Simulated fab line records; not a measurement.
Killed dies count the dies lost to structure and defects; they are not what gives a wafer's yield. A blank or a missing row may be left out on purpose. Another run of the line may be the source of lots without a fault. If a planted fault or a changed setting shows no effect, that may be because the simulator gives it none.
Matching of chambers + flow n5 finfet + pecvd-02 running N5_BEOL_M2_DEP_57: 3 sister chambers
The step deposits SiCN from 3MS/NH3, target thk 8 nm, time 14 s. 27 wafers are shown with their chamber, then 12 later ones without.

## WAFERS WITH THEIR CHAMBER
| wafer  | chamber | showerhead plenum p Torr (Torr) | throttle valve pct (%) |
|--------|---------|---------------------------------|------------------------|
| L074.1 | 2       | 3.657                           | 8.2                    |
| L074.3 | 1       | 3.657                           | 8.8                    |
| L074.5 | 0       | 3.648                           | 8.9                    |
| L077.1 | 2       | 3.670                           | 8.6                    |
| L077.4 | 2       | 3.667                           | 8.2                    |
| L077.6 | 1       | 3.644                           | 8.7                    |
| L076.1 | 2       | 3.672                           | 8.3                    |
| L076.4 | 2       | 3.669                           | 8.1                    |
| L076.6 | 1       | 3.654                           | 8.4                    |
| L079.2 | 1       | 3.645                           | 8.6                    |
| L079.3 | 2       | 3.657                           | 8.2                    |
| L079.5 | 0       | 3.653                           | 8.3                    |
| L082.1 | 1       | 3.651                           | 8.9                    |
| L082.4 | 1       | 3.644                           | 8.9                    |
| L082.5 | 2       | 3.661                           | 8.4                    |
| L081.1 | 2       | 3.666                           | 8.3                    |
| L081.2 | 0       | 3.652                           | 8.9                    |
| L081.6 | 2       | 3.663                           | 8.1                    |
| L083.2 | 2       | 3.659                           | 8.3                    |
| L083.4 | 0       | 3.669                           | 8.7                    |
| L083.6 | 2       | 3.659                           | 8.5                    |
| L084.2 | 2       | 3.659                           | 8.7                    |
| L084.5 | 1       | 3.653                           | 8.9                    |
| L084.6 | 2       | 3.671                           | 8.5                    |
| L086.1 | 1       | 3.651                           | 8.6                    |
| L086.3 | 2       | 3.662                           | 8.3                    |
| L086.5 | 2       | 3.675                           | 8.3                    |

SIGNATURES (means of the wafers above)
| reading                  | chamber 0 | chamber 1 | chamber 2 | scatter within a chamber |
|--------------------------|-----------|-----------|-----------|--------------------------|
| showerhead plenum p Torr | 3.65550   | 3.64987   | 3.66447   | 0.0062                   |
| throttle valve pct       | 8.700     | 8.725     | 8.333     | 0.195                    |
Rule: a wafer lies at a distance from a chamber equal to the root of the sum of squares, over the readings, of (its reading less the chamber's mean, divided by the reading's scatter). The wafer belongs to the nearest chamber; if the next one is less than 2 further off, it can't be placed. The scatter: take each reading less its chamber's mean, square it, sum over the shown wafers, divide by the number of wafers less the number of chambers, and take the root.

## WAFERS WITHOUT THEIR CHAMBER
| wafer  | showerhead plenum p Torr (Torr) | throttle valve pct (%) |
|--------|---------------------------------|------------------------|
| L089.1 | 3.655                           | 8.9                    |
| L089.4 | 3.649                           | 8.4                    |
| L089.6 | 3.663                           | 8.3                    |
| L090.3 | 3.662                           | 8.4                    |
| L090.4 | 3.656                           | 8.9                    |
| L090.6 | 3.667                           | 8.7                    |
| L093.2 | 3.648                           | 8.9                    |
| L093.3 | 3.670                           | 8.4                    |
| L093.4 | 3.657                           | 8.7                    |
| L095.2 | 3.665                           | 8.4                    |
| L095.5 | 3.665                           | 8.2                    |
| L095.6 | 3.665                           | 9.0                    |

## EACH ONE'S CHAMBER
| wafer  | from the rows above          | in truth |
|--------|------------------------------|----------|
| L089.1 | can't be placed: 0 or 1      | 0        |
| L089.4 | can't be placed: 1 or 0 or 2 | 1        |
| L089.6 | 2                            | 2        |
| L090.3 | can't be placed: 2 or 0      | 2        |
| L090.4 | can't be placed: 0 or 1      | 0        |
| L090.6 | can't be placed: 0 or 2 or 1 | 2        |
| L093.2 | can't be placed: 1 or 0      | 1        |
| L093.3 | can't be placed: 2 or 0      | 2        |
| L093.4 | can't be placed: 0 or 1 or 2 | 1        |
| L095.2 | can't be placed: 2 or 0      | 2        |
| L095.5 | 2                            | 2        |
| L095.6 | can't be placed: 0 or 1 or 2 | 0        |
Placed correctly: 2 of 12. From these rows, 10 cannot be placed; in 10 the true chamber is one of the candidates. Wrongly placed: 0.
